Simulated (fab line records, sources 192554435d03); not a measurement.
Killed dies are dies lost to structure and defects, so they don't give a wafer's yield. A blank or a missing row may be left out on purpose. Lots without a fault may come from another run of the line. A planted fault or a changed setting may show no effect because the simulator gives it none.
Which tool did it? | flow n5_finfet | 21 lots, 63 wafers sampled, at 6 steps of a route of 1938

WHAT THE GAUGES READ, wafer by wafer
N5_BEOL_M6_INSPECT_58: inspects for defects (darkfield). Usual: raw_defect_count 76, standard deviation 25.
lot  | measured     | on                | raw_defect_count | flag
L074 | day 9 08:12  | defect_inspect-02 | 55 69 78         |
L075 | day 9 12:46  | defect_inspect-01 | 77 76 79         |
L077 | day 11 12:29 | defect_inspect-01 | 48 88 48         |
L078 | day 11 14:16 | defect_inspect-02 | 49 74 68         |
L083 | day 11 22:22 | defect_inspect-02 | 64 67 68         |
L076 | day 11 22:33 | defect_inspect-02 | 82 92 96         |
L081 | day 12 05:23 | defect_inspect-01 | 89 71 61         |
L080 | day 12 08:23 | defect_inspect-02 | 25 46 52         |
L079 | day 12 15:19 | defect_inspect-01 | 54 59 81         |
L082 | day 12 17:38 | defect_inspect-01 | 126 156 93       |
L086 | day 13 13:25 | defect_inspect-02 | 67 90 61         |
L085 | day 13 13:43 | defect_inspect-01 | 113 56 67        |
L087 | day 13 16:17 | defect_inspect-01 | 77 59 73         |
L088 | day 13 16:35 | defect_inspect-01 | 106 96 57        |
L091 | day 14 07:50 | defect_inspect-02 | 38 53 75         |
L090 | day 15 06:13 | defect_inspect-01 | 48 70 83         |
L094 | day 15 13:12 | defect_inspect-02 | 62 68 66         |
L092 | day 15 13:27 | defect_inspect-02 | 93 61 103        |
L095 | day 15 19:53 | defect_inspect-02 | 72 64 59         |
L096 | day 16 10:40 | defect_inspect-02 | 76 70 56         |
L097 | day 16 12:55 | defect_inspect-02 | 129 72 94        |

N5_BEOL_M7_CD_MEAS_28: target cd 40 nm. Usual: cd_nm 39.83 nm, standard deviation 0.23.
lot  | measured     | on        | cd_nm (nm)        | flag
L074 | day 9 11:46  | cd_sem-02 | 39.78 39.70 39.65 |
L075 | day 9 17:43  | cd_sem-01 | 39.93 39.82 40.06 |
L077 | day 11 14:46 | cd_sem-01 | 39.90 39.44 39.73 |
L078 | day 11 18:13 | cd_sem-03 | 40.07 39.63 39.83 |
L083 | day 12 03:34 | cd_sem-02 | 39.98 40.25 40.03 |
L076 | day 12 02:01 | cd_sem-03 | 39.51 39.92 39.59 |
L081 | day 12 10:22 | cd_sem-03 | 39.52 40.17 39.99 |
L080 | day 12 14:19 | cd_sem-02 | 40.06 39.66 39.67 |
L079 | day 12 20:55 | cd_sem-01 | 40.00 39.56 40.17 |
L082 | day 12 23:37 | cd_sem-02 | 39.84 39.91 39.59 |
L086 | day 13 18:21 | cd_sem-02 | 39.53 39.96 39.78 |
L085 | day 13 18:31 | cd_sem-01 | 39.78 40.08 39.74 |
L087 | day 13 23:05 | cd_sem-03 | 39.72 39.52 39.96 |
L088 | day 13 23:17 | cd_sem-03 | 39.38 39.94 39.57 |
L091 | day 14 12:46 | cd_sem-03 | 40.06 40.14 40.07 |
L090 | day 15 08:53 | cd_sem-02 | 39.75 39.70 40.19 |
L094 | day 15 16:36 | cd_sem-02 | 39.82 39.66 39.88 |
L092 | day 15 19:48 | cd_sem-02 | 39.83 39.78 39.93 |
L095 | day 16 00:16 | cd_sem-01 | 40.40 39.79 39.67 |
L096 | day 16 13:44 | cd_sem-02 | 39.32 39.36 39.74 |
L097 | day 16 17:37 | cd_sem-03 | 39.55 39.93 39.90 |

N5_BEOL_M7_OCD_MEAS_38. Usual: trench_depth_nm 93.0 nm, standard deviation 1.8.
lot  | measured     | on     | trench_depth_nm (nm) | flag
L074 | day 9 12:20  | ocd-02 | 87.5 90.1 95.8       |
L075 | day 9 18:16  | ocd-01 | 91.2 92.0 90.9       |
L077 | day 11 15:31 | ocd-01 | 95.4 92.6 92.6       |
L078 | day 11 18:55 | ocd-02 | 95.5 93.6 93.3       |
L083 | day 12 04:14 | ocd-01 | 92.2 91.9 92.2       |
L076 | day 12 02:34 | ocd-02 | 92.3 93.6 92.4       |
L081 | day 12 11:00 | ocd-02 | 91.8 94.6 91.0       |
L080 | day 12 14:52 | ocd-02 | 92.4 93.1 94.2       |
L079 | day 12 21:43 | ocd-02 | 97.4 92.3 92.8       |
L082 | day 13 00:11 | ocd-01 | 94.9 93.6 93.6       |
L086 | day 13 19:02 | ocd-02 | 94.9 91.8 92.2       |
L085 | day 13 19:05 | ocd-01 | 95.8 95.9 91.4       |
L087 | day 13 23:38 | ocd-01 | 92.4 94.3 94.3       |
L088 | day 14 00:14 | ocd-01 | 91.5 94.4 92.3       |
L091 | day 14 13:42 | ocd-01 | 92.6 90.4 92.5       |
L090 | day 15 09:26 | ocd-02 | 90.5 95.4 95.0       |
L094 | day 15 17:10 | ocd-02 | 91.9 93.7 92.4       |
L092 | day 15 20:21 | ocd-01 | 96.3 96.3 93.4       |
L095 | day 16 00:49 | ocd-02 | 90.6 95.3 92.2       |
L096 | day 16 14:43 | ocd-02 | 93.1 93.0 98.8       |
L097 | day 16 18:38 | ocd-01 | 91.0 91.7 91.3       |

WHICH TOOL RAN EACH LOT (tool, then ch and the chambers of the sampled wafers, then the start)
lot  | N5_BEOL_M6_ETCH_65                 | N5_BEOL_M6_ETCH_66                 | N5_BEOL_M7_STRIP_19
L074 | rie_diel-04 ch 0,1,2, day 9 05:28  | rie_diel-04 ch 0,1,2, day 9 05:30  | rie_diel-05 ch 0,1,3, day 9 11:11
L075 | rie_diel-02 ch 0,3, day 9 10:00    | rie_diel-02 ch 0,3, day 9 10:02    | rie_diel-05 ch 0,1,3, day 9 14:30
L077 | rie_diel-03 ch 0,3, day 11 06:57   | rie_diel-03 ch 0,3, day 11 06:59   | rie_diel-05 ch 1,3, day 11 14:16
L078 | rie_diel-02 ch 0,1,3, day 11 11:23 | rie_diel-02 ch 0,1,3, day 11 11:25 | rie_diel-06 ch 0,1,3, day 11 17:08
L083 | rie_diel-04 ch 1,3, day 11 18:37   | rie_diel-04 ch 1,3, day 11 18:38   | rie_diel-06 ch 1,3, day 12 00:30
L076 | rie_diel-03 ch 0,3, day 11 18:40   | rie_diel-03 ch 0,3, day 11 18:42   | rie_diel-06 ch 2,3, day 12 00:46
L081 | rie_diel-02 ch 1,2,3, day 12 02:17 | rie_diel-02 ch 1,2,3, day 12 02:18 | rie_diel-06 ch 0,1,3, day 12 08:43
L080 | rie_diel-04 ch 0,2,3, day 12 03:51 | rie_diel-04 ch 0,2,3, day 12 03:53 | rie_diel-01 ch 0,1,2, day 12 12:02
L079 | rie_diel-04 ch 0,2,3, day 12 10:58 | rie_diel-04 ch 0,2,3, day 12 11:00 | rie_diel-06 ch 0,1,3, day 12 18:09
L082 | rie_diel-03 ch 0,3, day 12 14:37   | rie_diel-03 ch 0,3, day 12 14:38   | rie_diel-06 ch 0,3, day 12 21:17
L086 | rie_diel-04 ch 0,1,3, day 13 10:07 | rie_diel-04 ch 0,1,3, day 13 10:09 | rie_diel-05 ch 0,1,2, day 13 16:31
L085 | rie_diel-03 ch 0,1,2, day 13 10:15 | rie_diel-03 ch 0,1,2, day 13 10:17 | rie_diel-01 ch 0,2,3, day 13 16:41
L087 | rie_diel-03 ch 0,2,3, day 13 11:45 | rie_diel-03 ch 0,2,3, day 13 11:47 | rie_diel-05 ch 0,1, day 13 20:17
L088 | rie_diel-03 ch 0,2,3, day 13 12:08 | rie_diel-03 ch 0,2,3, day 13 12:10 | rie_diel-05 ch 0,1,3, day 13 20:37
L091 | rie_diel-02 ch 0,3, day 14 04:05   | rie_diel-02 ch 0,3, day 14 04:07   | rie_diel-06 ch 1,3, day 14 11:07
L090 | rie_diel-04 ch 0,2,3, day 15 03:08 | rie_diel-04 ch 0,2,3, day 15 03:10 | rie_diel-05 ch 0,1,2, day 15 08:29
L094 | rie_diel-03 ch 0,3, day 15 09:14   | rie_diel-03 ch 0,3, day 15 09:16   | rie_diel-06 ch 2,3, day 15 16:14
L092 | rie_diel-02 ch 0,1,2, day 15 09:14 | rie_diel-02 ch 0,1,2, day 15 09:16 | rie_diel-01 ch 0,2, day 15 16:38
L095 | rie_diel-02 ch 1,2, day 15 15:19   | rie_diel-02 ch 1,2, day 15 15:21   | rie_diel-06 ch 0,3, day 15 22:06
L096 | rie_diel-04 ch 0,3, day 16 05:44   | rie_diel-04 ch 0,3, day 16 05:46   | rie_diel-05 ch 1,2, day 16 12:55
L097 | rie_diel-04 ch 0,1,2, day 16 09:22 | rie_diel-04 ch 0,1,2, day 16 09:23 | rie_diel-01 ch 0,1,2, day 16 15:44
- N5_BEOL_M6_ETCH_65: etches SiARC in CF4, target depth 15.6 nm, time 26 s.
- N5_BEOL_M6_ETCH_66: etches SOC in N2/H2, target depth 80 nm, overetch 16 nm, time 120 s.
- N5_BEOL_M7_STRIP_19: strips in O2.

WHAT THE TOOLS THEMSELVES READ (means of the sampled wafers that have a number; where no wafer has one, the mark that the record gives instead)
N5_BEOL_M6_ETCH_65. Usual: bias_w 35.98 W, standard deviation 0.11; chamber_pressure_mTorr 40.00 mTorr, standard deviation 0.037; drypump_motor_current_A 5.6 A, standard deviation 0.46; etch_rf_on_time_s 25.8 s, standard deviation 0.79; mfc_ar_sccm 99.99 sccm, standard deviation 0.27; oes_product_au 0.70 a.u., standard deviation 0.072; rf_vpp_V 184.3 V, standard deviation 1.2; showerhead_plenum_p_Torr 2.16 Torr, standard deviation 0.064; throttle_valve_pct 15.57 %, standard deviation 0.24.
lot  | tool        | bias_w (W) | chamber_pressure_mTorr (mTorr) | drypump_motor_current_A (A) | etch_rf_on_time_s (s) | mfc_ar_sccm (sccm) | oes_product_au (a.u.) | rf_vpp_V (V) | showerhead_plenum_p_Torr (Torr) | throttle_valve_pct (%) | flag
L074 | rie_diel-04 | 36.05      | 40.02                          | 5.9                         | 25.8                  | 100.12             | 0.68                  | 185.3        | 2.20                            | 15.56                  |
L075 | rie_diel-02 | 36.08      | 39.99                          | 5.9                         | 25.3                  | 99.91              | 0.76                  | 183.5        | 2.12                            | 15.49                  |
L077 | rie_diel-03 | 35.98      | 40.02                          | 5.0                         | 25.7                  | 100.09             | 0.72                  | 185.5        | 2.20                            | 15.49                  |
L078 | rie_diel-02 | 35.94      | 40.01                          | 5.8                         | 25.9                  | 100.21             | 0.75                  | 183.6        | 2.12                            | 15.59                  |
L083 | rie_diel-04 | 36.00      | 39.99                          | 5.8                         | 25.6                  | 99.93              | 0.67                  | 183.6        | 2.13                            | 15.70                  |
L076 | rie_diel-03 | 35.97      | 40.00                          | 4.9                         | 25.3                  | 99.91              | 0.72                  | 184.7        | 2.20                            | 15.51                  |
L081 | rie_diel-02 | 36.00      | 39.96                          | 5.5                         | 26.1                  | 99.97              | 0.72                  | 184.2        | 2.14                            | 15.44                  |
L080 | rie_diel-04 | 35.78      | 40.01                          | 6.0                         | 26.1                  | 99.87              | 0.70                  | 184.8        | 2.20                            | 15.52                  |
L079 | rie_diel-04 | 36.09      | 40.03                          | 6.0                         | 26.1                  | 100.01             | 0.69                  | 185.3        | 2.20                            | 15.53                  |
L082 | rie_diel-03 | 35.94      | 40.02                          | 4.9                         | 25.5                  | 100.20             | 0.71                  | 185.3        | 2.19                            | 15.52                  |
L086 | rie_diel-04 | 35.91      | 39.99                          | 5.8                         | 26.1                  | 100.18             | 0.64                  | 184.7        | 2.15                            | 15.67                  |
L085 | rie_diel-03 | 35.97      | 40.01                          | 5.3                         | 25.5                  | 100.06             | 0.70                  | 184.1        | 2.10                            | 15.57                  |
L087 | rie_diel-03 | 36.02      | 40.02                          | 5.0                         | 25.5                  | 99.96              | 0.68                  | 183.6        | 2.15                            | 15.68                  |
L088 | rie_diel-03 | 35.96      | 40.00                          | 5.0                         | 25.8                  | 100.03             | 0.67                  | 184.3        | 2.15                            | 15.68                  |
L091 | rie_diel-02 | 36.06      | 39.99                          | 6.1                         | 25.7                  | 99.98              | 0.69                  | 184.0        | 2.13                            | 15.76                  |
L090 | rie_diel-04 | 35.99      | 40.02                          | 6.0                         | 25.5                  | 100.06             | 0.76                  | 184.5        | 2.20                            | 15.39                  |
L094 | rie_diel-03 | 36.00      | 40.01                          | 4.9                         | 25.5                  | 100.07             | 0.69                  | 184.5        | 2.19                            | 15.55                  |
L092 | rie_diel-02 | 35.93      | 39.99                          | 5.7                         | 25.4                  | 99.94              | 0.68                  | 184.3        | 2.15                            | 15.68                  |
L095 | rie_diel-02 | 35.98      | 40.01                          | 5.4                         | 25.7                  | 99.78              | 0.71                  | 184.0        | 2.13                            | 15.56                  |
L096 | rie_diel-04 | 35.96      | 39.96                          | 5.9                         | 25.2                  | 99.86              | 0.78                  | 184.2        | 2.17                            | 15.32                  |
L097 | rie_diel-04 | 35.91      | 39.99                          | 5.9                         | 25.3                  | 99.92              | 0.71                  | 184.9        | 2.18                            | 15.51                  |

N5_BEOL_M6_ETCH_66. Usual: bias_w 150.1 W, standard deviation 0.42; chamber_pressure_mTorr 30.002 mTorr, standard deviation 0.028; drypump_motor_current_A 5.6 A, standard deviation 0.46; n2_flow_sccm 200.0 sccm, standard deviation 0.55; oes_product_au 0.62 a.u., standard deviation 0.064; rf_vpp_V 524.5 V, standard deviation 2.4; showerhead_plenum_p_Torr 2.56 Torr, standard deviation 0.087; throttle_valve_pct 17.74 %, standard deviation 0.22.
lot  | tool        | bias_w (W) | chamber_pressure_mTorr (mTorr) | drypump_motor_current_A (A) | n2_flow_sccm (sccm) | oes_product_au (a.u.) | rf_vpp_V (V) | showerhead_plenum_p_Torr (Torr) | throttle_valve_pct (%) | flag
L074 | rie_diel-04 | 150.0      | 30.001                         | 5.9                         | 200.1               | 0.61                  | 525.7        | 2.63                            | 17.84                  |
L075 | rie_diel-02 | 149.9      | 30.024                         | 5.9                         | 199.4               | 0.67                  | 523.8        | 2.49                            | 17.44                  |
L077 | rie_diel-03 | 149.9      | 29.962                         | 4.9                         | 200.1               | 0.64                  | 526.0        | 2.60                            | 17.55                  |
L078 | rie_diel-02 | 149.7      | 30.017                         | 5.8                         | 200.4               | 0.67                  | 523.5        | 2.50                            | 17.67                  |
L083 | rie_diel-04 | 150.2      | 30.008                         | 5.8                         | 200.3               | 0.60                  | 523.8        | 2.55                            | 17.97                  |
L076 | rie_diel-03 | 149.6      | 30.003                         | 5.0                         | 200.5               | 0.64                  | 526.1        | 2.60                            | 17.56                  |
L081 | rie_diel-02 | 150.0      | 29.972                         | 5.5                         | 199.6               | 0.65                  | 524.5        | 2.53                            | 17.63                  |
L080 | rie_diel-04 | 150.3      | 29.992                         | 6.0                         | 199.9               | 0.62                  | 526.9        | 2.65                            | 17.81                  |
L079 | rie_diel-04 | 150.0      | 30.012                         | 6.0                         | 200.0               | 0.63                  | 526.1        | 2.65                            | 17.82                  |
L082 | rie_diel-03 | 149.8      | 30.008                         | 5.0                         | 199.9               | 0.63                  | 526.4        | 2.60                            | 17.58                  |
L086 | rie_diel-04 | 150.2      | 29.987                         | 5.8                         | 199.8               | 0.58                  | 523.6        | 2.59                            | 17.97                  |
L085 | rie_diel-03 | 149.8      | 30.008                         | 5.3                         | 199.4               | 0.62                  | 522.5        | 2.47                            | 17.64                  |
L087 | rie_diel-03 | 150.6      | 29.980                         | 5.1                         | 200.1               | 0.60                  | 524.0        | 2.54                            | 17.72                  |
L088 | rie_diel-03 | 149.8      | 30.000                         | 5.1                         | 199.7               | 0.59                  | 524.5        | 2.54                            | 17.73                  |
L091 | rie_diel-02 | 150.3      | 29.984                         | 6.1                         | 199.5               | 0.61                  | 523.8        | 2.50                            | 17.68                  |
L090 | rie_diel-04 | 150.3      | 29.978                         | 6.0                         | 200.1               | 0.68                  | 526.2        | 2.64                            | 17.70                  |
L094 | rie_diel-03 | 149.9      | 29.992                         | 5.0                         | 199.8               | 0.61                  | 526.0        | 2.59                            | 17.62                  |
L092 | rie_diel-02 | 150.2      | 29.991                         | 5.7                         | 199.7               | 0.60                  | 524.0        | 2.55                            | 17.84                  |
L095 | rie_diel-02 | 150.1      | 30.035                         | 5.4                         | 199.8               | 0.63                  | 524.4        | 2.54                            | 17.87                  |
L096 | rie_diel-04 | 149.9      | 30.005                         | 5.9                         | 200.3               | 0.68                  | 525.3        | 2.62                            | 17.70                  |
L097 | rie_diel-04 | 150.5      | 30.027                         | 5.9                         | 200.3               | 0.63                  | 525.0        | 2.61                            | 17.79                  |

N5_BEOL_M7_STRIP_19. Usual: chamber_pressure_mTorr 30.00 mTorr, standard deviation 0.034; drypump_motor_current_A 5.8 A, standard deviation 0.3; o2_flow_sccm 224.9 sccm, standard deviation 0.65; oes_product_au 0.76 a.u., standard deviation 0.07; rf_vpp_V 3.7 V, standard deviation 0.6; showerhead_plenum_p_Torr 2.07 Torr, standard deviation 0.067; throttle_valve_pct 16.68 %, standard deviation 0.27.
lot  | tool        | chamber_pressure_mTorr (mTorr) | drypump_motor_current_A (A) | o2_flow_sccm (sccm) | oes_product_au (a.u.) | rf_vpp_V (V) | showerhead_plenum_p_Torr (Torr) | throttle_valve_pct (%) | flag
L074 | rie_diel-05 | 30.02                          | 5.6                         | 225.2               | 0.76                  | 4.1          | 2.03                            | 16.69                  |
L075 | rie_diel-05 | 30.01                          | 5.6                         | 225.2               | 0.75                  | 3.9          | 2.03                            | 16.69                  |
L077 | rie_diel-05 | 29.97                          | 5.5                         | 224.5               | 0.77                  | 4.0          | 2.01                            | 16.52                  |
L078 | rie_diel-06 | 30.02                          | 5.9                         | 225.1               | 0.75                  | 3.8          | 2.10                            | 16.54                  |
L083 | rie_diel-06 | 30.01                          | 5.7                         | 225.0               | 0.79                  | 3.5          | 2.11                            | 16.52                  |
L076 | rie_diel-06 | 30.03                          | 5.6                         | 225.4               | 0.79                  | 3.8          | 2.13                            | 16.65                  |
L081 | rie_diel-06 | 29.98                          | 5.9                         | 224.3               | 0.75                  | 3.4          | 2.10                            | 16.56                  |
L080 | rie_diel-01 | 30.00                          | 5.8                         | 224.9               | 0.76                  | 4.0          | 2.09                            | 16.59                  |
L079 | rie_diel-06 | 30.03                          | 5.9                         | 224.2               | 0.75                  | 4.1          | 2.10                            | 16.54                  |
L082 | rie_diel-06 | 30.00                          | 5.7                         | 225.3               | 0.75                  | 4.2          | 2.16                            | 16.60                  |
L086 | rie_diel-05 | 30.02                          | 5.6                         | 224.9               | 0.80                  | 3.0          | 2.05                            | 16.90                  |
L085 | rie_diel-01 | 30.01                          | 5.7                         | 225.2               | 0.78                  | 3.1          | 2.09                            | 16.48                  |
L087 | rie_diel-05 | 30.02                          | 5.4                         | 225.3               | 0.69                  | 3.9          | 2.02                            | 16.99                  |
L088 | rie_diel-05 | 30.00                          | 5.6                         | 225.0               | 0.73                  | 3.7          | 2.02                            | 16.74                  |
L091 | rie_diel-06 | 30.01                          | 6.0                         | 224.8               | 0.74                  | 3.5          | 2.04                            | 16.52                  |
L090 | rie_diel-05 | 30.00                          | 5.5                         | 225.3               | 0.77                  | 4.0          | 2.05                            | 16.93                  |
L094 | rie_diel-06 | 29.99                          | 5.8                         | 225.6               | 0.75                  | 3.6          | 2.08                            | 16.82                  |
L092 | rie_diel-01 | 30.00                          | 5.7                         | 224.9               | 0.84                  | 3.3          | 2.07                            | 16.43                  |
L095 | rie_diel-06 | 29.99                          | 5.6                         | 224.4               | 0.77                  | 3.6          | 2.16                            | 16.62                  |
L096 | rie_diel-05 | 30.00                          | 5.4                         | 225.2               | 0.76                  | 3.5          | 2.02                            | 17.01                  |
L097 | rie_diel-01 | 29.97                          | 5.8                         | 224.9               | 0.81                  | 4.2          | 2.08                            | 16.52                  |

THE ANSWER, worked out from the rows above alone
Rule: a lot is off if the mean of its wafers that have a number lies more than 3 standard deviations from the usual mean. A lot without any number at a reading at which 4 lots or more have one is off too. The other lots that the step has rows for count as sound. The gauges are gone through in route order, then the tools' own readings, and for those a lot's mean is taken as printed above. The first step at which some lot is off is used, and at that step the reading that is off furthest; a lot without a number counts as furthest.
No lot is off at any reading shown: from this, nothing can be told.

WHAT THE SIMULATOR HAD PUT IN
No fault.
